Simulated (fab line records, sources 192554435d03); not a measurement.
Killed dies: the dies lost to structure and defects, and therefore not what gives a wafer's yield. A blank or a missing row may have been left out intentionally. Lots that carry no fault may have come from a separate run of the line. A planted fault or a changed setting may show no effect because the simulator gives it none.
Chamber matching :: flow n5 finfet :: 4 sister chambers for N5_BEOL_M1_STRIP_66 on rie diel-03
The step strips in CF4. 20 wafers are shown with their chamber, then 10 later ones without.

## WAFERS PAIRED WITH THEIR CHAMBERS
wafer: L081.1
chamber: 0
showerhead plenum p Torr (Torr): 1.70
throttle valve pct (%): 13.79
oes product au (a.u.): 0.68

wafer: L081.3
chamber: 2
showerhead plenum p Torr (Torr): 1.79
throttle valve pct (%): 13.51
oes product au (a.u.): 0.72

wafer: L081.5
chamber: 2
showerhead plenum p Torr (Torr): 1.79
throttle valve pct (%): 13.49
oes product au (a.u.): 0.72

wafer: L082.2
chamber: 0
showerhead plenum p Torr (Torr): 1.70
throttle valve pct (%): 13.77
oes product au (a.u.): 0.68

wafer: L082.3
chamber: 2
showerhead plenum p Torr (Torr): 1.79
throttle valve pct (%): 13.52
oes product au (a.u.): 0.72

wafer: L082.5
chamber: 0
showerhead plenum p Torr (Torr): 1.70
throttle valve pct (%): 13.77
oes product au (a.u.): 0.68

wafer: L084.1
chamber: 1
showerhead plenum p Torr (Torr): 1.77
throttle valve pct (%): 13.71
oes product au (a.u.): 0.71

wafer: L084.5
chamber: 0
showerhead plenum p Torr (Torr): 1.70
throttle valve pct (%): 13.79
oes product au (a.u.): 0.68

wafer: L084.6
chamber: 1
showerhead plenum p Torr (Torr): 1.77
throttle valve pct (%): 13.72
oes product au (a.u.): 0.70

wafer: L085.2
chamber: 2
showerhead plenum p Torr (Torr): 1.79
throttle valve pct (%): 13.53
oes product au (a.u.): 0.71

wafer: L085.3
chamber: 0
showerhead plenum p Torr (Torr): 1.69
throttle valve pct (%): 13.79
oes product au (a.u.): 0.68

wafer: L085.4
chamber: 1
showerhead plenum p Torr (Torr): 1.77
throttle valve pct (%): 13.71
oes product au (a.u.): 0.71

wafer: L086.1
chamber: 2
showerhead plenum p Torr (Torr): 1.79
throttle valve pct (%): 13.52
oes product au (a.u.): 0.70

wafer: L086.3
chamber: 0
showerhead plenum p Torr (Torr): 1.70
throttle valve pct (%): 13.82
oes product au (a.u.): 0.68

wafer: L086.4
chamber: 1
showerhead plenum p Torr (Torr): 1.77
throttle valve pct (%): 13.73
oes product au (a.u.): 0.71

wafer: L088.2
chamber: 1
showerhead plenum p Torr (Torr): 1.77
throttle valve pct (%): 13.72
oes product au (a.u.): 0.71

wafer: L088.3
chamber: 2
showerhead plenum p Torr (Torr): 1.79
throttle valve pct (%): 13.51
oes product au (a.u.): 0.71

wafer: L088.5
chamber: 3
showerhead plenum p Torr (Torr): 1.70
throttle valve pct (%): 13.71
oes product au (a.u.): 0.73

wafer: L089.1
chamber: 0
showerhead plenum p Torr (Torr): 1.69
throttle valve pct (%): 13.81
oes product au (a.u.): 0.67

wafer: L089.2
chamber: 3
showerhead plenum p Torr (Torr): 1.70
throttle valve pct (%): 13.72
oes product au (a.u.): 0.72

SIGNATURES, as means of the wafers listed above
reading: showerhead plenum p Torr
chamber 0: 1.6971
chamber 1: 1.7700
chamber 2: 1.7900
chamber 3: 1.7000
scatter within a chamber: 0.00299

reading: throttle valve pct
chamber 0: 13.7914
chamber 1: 13.7180
chamber 2: 13.5133
chamber 3: 13.7150
scatter within a chamber: 0.0145

reading: oes product au
chamber 0: 0.6786
chamber 1: 0.7080
chamber 2: 0.7133
chamber 3: 0.7250
scatter within a chamber: 0.00586
Rule: for each reading, subtract the chamber's mean from the wafer's reading, divide by that reading's scatter and square the result; add these up over the readings and take the root, which gives the wafer's distance from the chamber. The wafer belongs to the nearest chamber; if the next one is less than 2 further off, it can't be placed. How the scatter is found: for the shown wafers, subtract from each reading the mean of its chamber, square and add these, divide the total by (wafers less chambers), then take the root.

## WAFERS WITHOUT THEIR CHAMBER
wafer: L089.3
showerhead plenum p Torr (Torr): 1.77
throttle valve pct (%): 13.72
oes product au (a.u.): 0.71

wafer: L091.1
showerhead plenum p Torr (Torr): 1.77
throttle valve pct (%): 13.74
oes product au (a.u.): 0.70

wafer: L091.3
showerhead plenum p Torr (Torr): 1.69
throttle valve pct (%): 13.81
oes product au (a.u.): 0.67

wafer: L091.6
showerhead plenum p Torr (Torr): 1.79
throttle valve pct (%): 13.53
oes product au (a.u.): 0.70

wafer: L095.1
showerhead plenum p Torr (Torr): 1.70
throttle valve pct (%): 13.75
oes product au (a.u.): 0.71

wafer: L095.2
showerhead plenum p Torr (Torr): 1.77
throttle valve pct (%): 13.76
oes product au (a.u.): 0.70

wafer: L095.4
showerhead plenum p Torr (Torr): 1.90
throttle valve pct (%): 13.25
oes product au (a.u.): 0.96

wafer: L096.4
showerhead plenum p Torr (Torr): 1.70
throttle valve pct (%): 13.75
oes product au (a.u.): 0.72

wafer: L096.5
showerhead plenum p Torr (Torr): 1.77
throttle valve pct (%): 13.76
oes product au (a.u.): 0.69

wafer: L096.6
showerhead plenum p Torr (Torr): 1.78
throttle valve pct (%): 13.57
oes product au (a.u.): 0.70

## WHICH CHAMBER EACH ONE RAN IN
wafer: L089.3
from the rows above: 1
in truth: 1

wafer: L091.1
from the rows above: 1
in truth: 1

wafer: L091.3
from the rows above: 0
in truth: 0

wafer: L091.6
from the rows above: 2
in truth: 2

wafer: L095.1
from the rows above: 3
in truth: 3

wafer: L095.2
from the rows above: 1
in truth: 1

wafer: L095.4
from the rows above: 2
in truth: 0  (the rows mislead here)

wafer: L096.4
from the rows above: 3
in truth: 3

wafer: L096.5
from the rows above: 1
in truth: 1

wafer: L096.6
from the rows above: 2
in truth: 2
Correctly placed: 9 of 10. Left unplaced by these rows: 0. Placed wrongly: 1.
